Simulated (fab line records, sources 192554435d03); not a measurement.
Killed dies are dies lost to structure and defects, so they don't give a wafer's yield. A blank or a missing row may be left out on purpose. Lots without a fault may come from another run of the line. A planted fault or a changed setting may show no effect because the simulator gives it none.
One fault seen from 2 desks | flow n5_finfet | each desk has only its own numbers; what lay behind them comes last

THE METROLOGY DESK
What the gauges read, lot by lot, whatever tool the lot ran on: means of the sampled wafers that have a number. A lot is out of limits, marked OUT, if its mean lies more than 4 standard deviations from the usual mean; the brackets give that distance.
Columns: A = M13_ILD_THK at N5_BEOL_M13_THK_MEAS_01, usual 839 nm; B = cd_nm at N5_BEOL_M13_CD_MEAS_10, usual 189.8 nm
lot  | first seen here | A   | B
L388 | day 11 02:37    | 835 | 188.9
L390 | day 11 18:16    | 838 | 189.6
L391 | day 12 01:34    | 835 | 189.4
L393 | day 12 03:28    | 841 | 189.7
L392 | day 12 03:37    | 842 | 192.3
L394 | day 12 12:38    | 838 | 190.1
L395 | day 12 12:53    | 836 | 190.5
L399 | day 14 04:10    | 839 | 189.3
L403 | day 14 22:50    | 842 | 189.5
L404 | day 15 05:51    | 850 | 188.9
L407 | day 16 00:32    | 841 | 188.9
L408 | day 16 09:34    | 834 | 189.9
This desk's finding: nothing out of limits on any of the 12 lots.

THE TOOL OWNER'S DESK: litho_track-01
The tool's own readings at N5_BEOL_M13_COAT_66 (time 60 s, resist thk 110 nm): means of the sampled wafers that have a number, for each lot that ran on this tool. A lot is out of limits, marked OUT, if its mean lies more than 4 standard deviations from the usual mean; the brackets give that distance.
Columns: A = heater_power_total_W at N5_BEOL_M13_COAT_66, usual 427.7 W; B = spin_speed_rpm at N5_BEOL_M13_COAT_66, usual 1499.7 rpm
lot  | first seen here | A     | B
L388 | day 11 03:35    | 428.3 | 1500.2
L390 | day 11 19:14    | 426.0 | 1600.9 (+99 or more) OUT
L393 | day 12 04:26    | 426.8 | 1600.5 (+99 or more) OUT
L392 | day 12 04:43    | 428.7 | 1601.7 (+99 or more) OUT
This desk's finding: out of limits on L390, L392, L393; first on L390, day 11 19:14 (spin_speed_rpm at N5_BEOL_M13_COAT_66). In limits: L388.

PUT TOGETHER
The tool owner's desk could have raised an alarm at day 11 19:14, on L390, L392, L393.
The metrology desk saw nothing out of limits.
The metrology desk has L390, L392, L393 on record, within its limits.
Of the lots named, all ran N5_BEOL_M13_COAT_66 on litho_track-01.

WHAT THE SIMULATOR HAD PUT IN
Process parameter drift: litho_track-01, from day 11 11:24 on, at N5_BEOL_M13_COAT_66. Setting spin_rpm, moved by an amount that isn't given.
Lots struck among those shown: L390, L392, L393.
Hours from the fault's start to each desk's first reading out of limits: the tool owner's desk, 8.
